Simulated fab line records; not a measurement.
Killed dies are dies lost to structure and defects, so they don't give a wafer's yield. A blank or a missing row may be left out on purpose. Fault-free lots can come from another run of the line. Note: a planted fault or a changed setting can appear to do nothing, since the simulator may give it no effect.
Matching of chambers || flow nand-harc || 4 sister chambers for NHARC_A_WL_FILL_ALD_19 on ald-metal-02
The step deposits TiN, target thk 2 nm, pulse time 3 s, ald cycles 100. 18 wafers are shown with their chamber, then 9 later ones without.

== EACH WAFER AND ITS CHAMBER ==
{"wafer": "L075.3", "chamber": 1, "heater-power-w (W)": 1078, "precursor-pulse-height-rel": 0.997}
{"wafer": "L075.4", "chamber": 0, "heater-power-w (W)": 1176, "precursor-pulse-height-rel": 0.978}
{"wafer": "L075.5", "chamber": 0, "heater-power-w (W)": 1175, "precursor-pulse-height-rel": 0.997}
{"wafer": "L080.1", "chamber": 0, "heater-power-w (W)": 1106, "precursor-pulse-height-rel": 1.029}
{"wafer": "L080.5", "chamber": 2, "heater-power-w (W)": 1233, "precursor-pulse-height-rel": 0.987}
{"wafer": "L080.6", "chamber": 3, "heater-power-w (W)": 1090, "precursor-pulse-height-rel": 0.998}
{"wafer": "L081.1", "chamber": 3, "heater-power-w (W)": 1108, "precursor-pulse-height-rel": 0.975}
{"wafer": "L081.2", "chamber": 2, "heater-power-w (W)": 1210, "precursor-pulse-height-rel": 0.964}
{"wafer": "L081.6", "chamber": 3, "heater-power-w (W)": 1095, "precursor-pulse-height-rel": 1.019}
{"wafer": "L086.1", "chamber": 3, "heater-power-w (W)": 1084, "precursor-pulse-height-rel": 1.031}
{"wafer": "L086.2", "chamber": 0, "heater-power-w (W)": 1145, "precursor-pulse-height-rel": 0.997}
{"wafer": "L086.3", "chamber": 2, "heater-power-w (W)": 1221, "precursor-pulse-height-rel": 0.989}
{"wafer": "L086.4", "chamber": 1, "heater-power-w (W)": 1031, "precursor-pulse-height-rel": 0.983}
{"wafer": "L086.5", "chamber": 3, "heater-power-w (W)": 1063, "precursor-pulse-height-rel": 1.004}
{"wafer": "L086.6", "chamber": 2, "heater-power-w (W)": 1209, "precursor-pulse-height-rel": 0.991}
{"wafer": "L090.1", "chamber": 3, "heater-power-w (W)": 1082, "precursor-pulse-height-rel": 1.042}
{"wafer": "L090.3", "chamber": 2, "heater-power-w (W)": 1204, "precursor-pulse-height-rel": 1.032}
{"wafer": "L090.5", "chamber": 3, "heater-power-w (W)": 1090, "precursor-pulse-height-rel": 0.974}

SIGNATURES (averages over the wafers above)
{"reading": "heater-power-w", "chamber 0": 1150.50, "chamber 1": 1054.50, "chamber 2": 1215.40, "chamber 3": 1087.43, "scatter within a chamber": 20.8}
{"reading": "precursor-pulse-height-rel", "chamber 0": 1.00025, "chamber 1": 0.99000, "chamber 2": 0.99260, "chamber 3": 1.00614, "scatter within a chamber": 0.0239}
Rule: for each reading, subtract the chamber's mean from the wafer's reading, divide by that reading's scatter and square the result; add these up over the readings and take the root, which gives the wafer's distance from the chamber. The wafer belongs to the nearest chamber; if the next one is less than 2 further off, it can't be placed. The scatter is the square root of a quotient: the sum, over the shown wafers, of each reading's squared deviation from its chamber's mean, divided by wafers minus chambers.

== WAFERS WITHOUT THEIR CHAMBER ==
{"wafer": "L089.2", "heater-power-w (W)": 1029, "precursor-pulse-height-rel": 1.031}
{"wafer": "L089.3", "heater-power-w (W)": 1125, "precursor-pulse-height-rel": 1.014}
{"wafer": "L089.5", "heater-power-w (W)": 1191, "precursor-pulse-height-rel": 0.996}
{"wafer": "L092.1", "heater-power-w (W)": 1049, "precursor-pulse-height-rel": 0.998}
{"wafer": "L092.4", "heater-power-w (W)": 1195, "precursor-pulse-height-rel": 1.006}
{"wafer": "L092.6", "heater-power-w (W)": 1089, "precursor-pulse-height-rel": 0.978}
{"wafer": "L096.1", "heater-power-w (W)": 1189, "precursor-pulse-height-rel": 0.988}
{"wafer": "L096.2", "heater-power-w (W)": 1128, "precursor-pulse-height-rel": 1.006}
{"wafer": "L096.3", "heater-power-w (W)": 1020, "precursor-pulse-height-rel": 1.018}

== THE CHAMBER EACH PASSED THROUGH ==
{"wafer": "L089.2", "from the rows above": "can't be placed: 1 or 3", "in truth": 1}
{"wafer": "L089.3", "from the rows above": "can't be placed: 0 or 3", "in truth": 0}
{"wafer": "L089.5", "from the rows above": "can't be placed: 2 or 0", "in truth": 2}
{"wafer": "L092.1", "from the rows above": "can't be placed: 1 or 3", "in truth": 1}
{"wafer": "L092.4", "from the rows above": "can't be placed: 2 or 0", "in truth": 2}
{"wafer": "L092.6", "from the rows above": "can't be placed: 3 or 1 or 0", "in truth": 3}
{"wafer": "L096.1", "from the rows above": "can't be placed: 2 or 0", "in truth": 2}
{"wafer": "L096.2", "from the rows above": "can't be placed: 0 or 3", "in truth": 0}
{"wafer": "L096.3", "from the rows above": "can't be placed: 1 or 3", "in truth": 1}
Correctly placed: 0 of 9. Cannot be placed on the basis of these rows: 9; the candidates contain the true chamber in 9. Number placed wrongly: 0.
